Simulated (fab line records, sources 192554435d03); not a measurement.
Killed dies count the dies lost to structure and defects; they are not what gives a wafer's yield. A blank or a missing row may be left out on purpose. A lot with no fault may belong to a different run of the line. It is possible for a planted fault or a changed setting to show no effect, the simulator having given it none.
Problem report, 8D (eight disciplines) form, completed by code	flow n5Finfet	the parts of the form that need people (team, actions taken, sign-off) are left out

== 1. PROBLEM STATEMENT ==
chamberPressureMTorr at N5_BEOL_M15_STRIP_63 reads a mean of 20.98 mTorr on 2 wafers of 2 lots; wafers without a fault read 29.99 mTorr with a standard deviation of 0.06. So: -99 or more standard deviations from the usual mean.
The step: strips in O2.
First observed at day 15 14:00: wafer L288.5, on rieDiel-06. The record has a number at this step for 32 wafers belonging to 11 lots. By rule, "out" or "out of limits" means more than 4 standard deviations away from the usual mean. The rest of the wafers with a number are treated as sound.

== 2. WHAT IT IS, WHAT IT ISN'T ==
question	is	is not
which readings at this step	chamberPressureMTorr	drypumpMotorCurrentA, oesProductAu, rfVppV, showerheadPlenumPTorr, throttleValvePct
which lots	L288, L290	L278, L280, L282, L287, L292, L294, L295, L297, L301
which wafers of those lots	L288.5, L290.3	L288.2, L288.4, L290.1, L290.4
read on which tools	rieDiel-06	rieDiel-02, rieDiel-04
when	from day 15 14:00	up to then (13 sound wafers); but 17 sound wafers of L290, L292, L294, L295, L297, L301 came after

== 3. SUSPECTS, AND WHAT RULES EACH OUT ==
Counting: any tool at a process step up to the reading remains a suspect provided it ran every lot that is out. Sound lots after the first of them don't rule it out here, since some wafers of a struck lot are sound.
- pvdSputter-02 at N5_BEOL_M14_SPUTTER_44 (material Ta, target thk 15 nm, time 24.19 s): kept. It ran every lot that is out, first L288 (day 15 12:17); its last sound lot up to then is L287 (day 13 14:39).
- rieDiel-06 at N5_BEOL_M15_ETCH_59 (etches BARC in N2/H2, target depth 89 nm, overetch 26.7 nm, time 67.9 s): kept. It ran every lot that is out, first L288 (day 15 14:25); its last sound lot up to then is L287 (day 13 16:37).
- rieDiel-06 at N5_BEOL_M15_STRIP_63 (strips in O2): kept. It ran every lot that is out, first L288 (day 15 14:00); its last sound lot up to then is L287 (day 13 16:00). Out on those wafers are its own readings of chamberPressureMTorr.
- Within rieDiel-06 at N5_BEOL_M15_ETCH_59: the wafers that are out ran in chamber 1; their sound lot-mates ran in chambers 0, 2, 3.
- Within rieDiel-06 at N5_BEOL_M15_STRIP_63: the wafers that are out ran in chamber 1; their sound lot-mates ran in chambers 0, 2, 3.
After the count, these remain: pvdSputter-02 at N5_BEOL_M14_SPUTTER_44, rieDiel-06 at N5_BEOL_M15_ETCH_59 and rieDiel-06 at N5_BEOL_M15_STRIP_63.

== 4. THE CAUSE (what the simulator had put in) ==
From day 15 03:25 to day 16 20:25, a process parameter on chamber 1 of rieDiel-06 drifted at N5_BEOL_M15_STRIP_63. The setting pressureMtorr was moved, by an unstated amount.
This tool is one of the 3 suspects left after counting.

== 5. THE EFFECT CHAIN, in route order ==
Each row: a reading where the mean over the struck wafers with a number is more than 3 standard deviations away from the usual. Only readings whose record carries a usual standard deviation are examined. hours: median over the lots of the time between each lot's start at the first step of this table that gives one and its start at this step. sigmas: the change, counted in usual standard deviations.
hours	step	reading	usual	on struck wafers	change	sigmas
0	N5_BEOL_M15_STRIP_63	chamberPressureMTorr	29.99 mTorr	20.98	-9.01	-99 or more
Here are the process steps it includes:
- N5_BEOL_M15_STRIP_63: strips in O2.

== 6. WHAT WOULD HAVE CAUGHT IT SOONER ==
In this record the first reading out of limits was taken at day 15 14:00, 11 hours after the fault began at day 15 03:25.
